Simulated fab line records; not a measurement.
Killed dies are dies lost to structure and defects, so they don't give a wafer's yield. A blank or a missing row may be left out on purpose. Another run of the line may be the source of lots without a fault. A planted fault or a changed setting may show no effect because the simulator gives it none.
Which tool did it? ; flow n5 finfet ; 33 wafers from 11 lots sampled at 3 of the route's 1938 steps

## WHAT THE GAUGES READ, wafer by wafer
N5_BEOL_M5_OVL_MEAS_12.
lot;measured;on;M5_OVL (nm)
L152;day 10 09:05;overlay-01;-0.3 -0.4 0.5
L150;day 10 09:16;overlay-02;0.1 0.4 -1.7
L161;day 12 13:43;overlay-02;-0.5 0.3 -0.1
L162;day 12 17:21;overlay-02;-1.2 -0.8 -0.6
L163;day 12 22:14;overlay-01;-0.6 -0.1 -0.7
L164;day 13 04:44;overlay-01;0.3 -0.7 0.9
L167;day 14 01:26;overlay-01;-1.3 -0.7 -0.7
L168;day 14 05:25;overlay-01;-1.0 -0.4 -1.3
L169;day 14 08:47;overlay-01;-0.7 -0.5 -0.4
L170;day 14 20:05;overlay-01;-1.1 -1.8 -1.6
L171;day 15 09:03;overlay-01;0.0 -0.3 1.1

## WHICH TOOL RAN EACH LOT (tool, then ch and the chambers of the sampled wafers, then the start)
lot;N5_BEOL_M5_CURE_79;N5_BEOL_M5_HM_DEP_02
L152;uv cure-01 ch 2, day 10 06:52;pvd sputter-02, day 10 08:40
L150;uv cure-03 ch 2, day 10 07:02;pvd sputter-03, day 10 08:51
L161;uv cure-03 ch 0, day 12 12:02;pvd sputter-02, day 12 13:10
L162;uv cure-01 ch 2, day 12 15:12;pvd sputter-01, day 12 16:55
L163;uv cure-01 ch 2, day 12 17:31;pvd sputter-02, day 12 21:37
L164;uv cure-03 ch 2, day 13 02:52;pvd sputter-02, day 13 04:11
L167;uv cure-03 ch 2, day 14 00:04;pvd sputter-02, day 14 01:01
L168;uv cure-03 ch 0, day 14 04:26;pvd sputter-03, day 14 04:58
L169;uv cure-01 ch 1, day 14 06:40;pvd sputter-01, day 14 08:21
L170;uv cure-01 ch 0, day 14 16:43;pvd sputter-02, day 14 19:40
L171;uv cure-02 ch 0, day 15 07:17;pvd sputter-03, day 15 08:30
- N5_BEOL_M5_CURE_79: cures SiCOH lowk, time 240 s.
- N5_BEOL_M5_HM_DEP_02: deposits TiN, target thk 20 nm.

## AS READ BY THE TOOLS THEMSELVES (means over the sampled wafers that have a number; for cases with no such wafer, the mark the record gives instead)
N5_BEOL_M5_CURE_79.
lot;tool;lamp power pct (%);wafer_temp_C_max
L152;uv cure-01;52.29;387.7
L150;uv cure-03;52.28;387.6
L161;uv cure-03;52.33;386.9
L162;uv cure-01;52.30;388.2
L163;uv cure-01;52.30;388.1
L164;uv cure-03;52.35;387.9
L167;uv cure-03;52.32;387.5
L168;uv cure-03;52.29;387.1
L169;uv cure-01;52.37;387.8
L170;uv cure-01;52.28;386.6
L171;uv cure-02;52.32;387.0

N5_BEOL_M5_HM_DEP_02.
lot;tool;throttle valve pct (%)
L152;pvd sputter-02;29.5
L150;pvd sputter-03;30.5
L161;pvd sputter-02;29.6
L162;pvd sputter-01;30.1
L163;pvd sputter-02;29.7
L164;pvd sputter-02;29.6
L167;pvd sputter-02;29.7
L168;pvd sputter-03;31.3
L169;pvd sputter-01;30.5
L170;pvd sputter-02;29.9
L171;pvd sputter-03;31.9

## THE ANSWER, worked out from the rows above alone
Rule: the lots themselves supply what counts as usual. The widest of any qualifying gaps counts: lots, ordered by their means at a reading, are off when they make up no more than a third of the lots, leave a main group of 4 or more, and stand apart from it by 3 or more times the standard deviation of that group's means. Not used: any main group whose means are identical at the precision the tables above print for the reading. Also off: a lot with no number at a reading for which 4 or more lots have one. All remaining lots with rows at the step are treated as sound. Order of review: gauges by route order, followed by the tools' own readings, for which a lot's mean as printed above is used. At the first step where some lot is off, the reading lying furthest off is the one used; lots without a number count as furthest.
Across all readings shown, no lot is off: no conclusion can be drawn from this.

## WHAT HAD BEEN PUT IN BY THE SIMULATOR
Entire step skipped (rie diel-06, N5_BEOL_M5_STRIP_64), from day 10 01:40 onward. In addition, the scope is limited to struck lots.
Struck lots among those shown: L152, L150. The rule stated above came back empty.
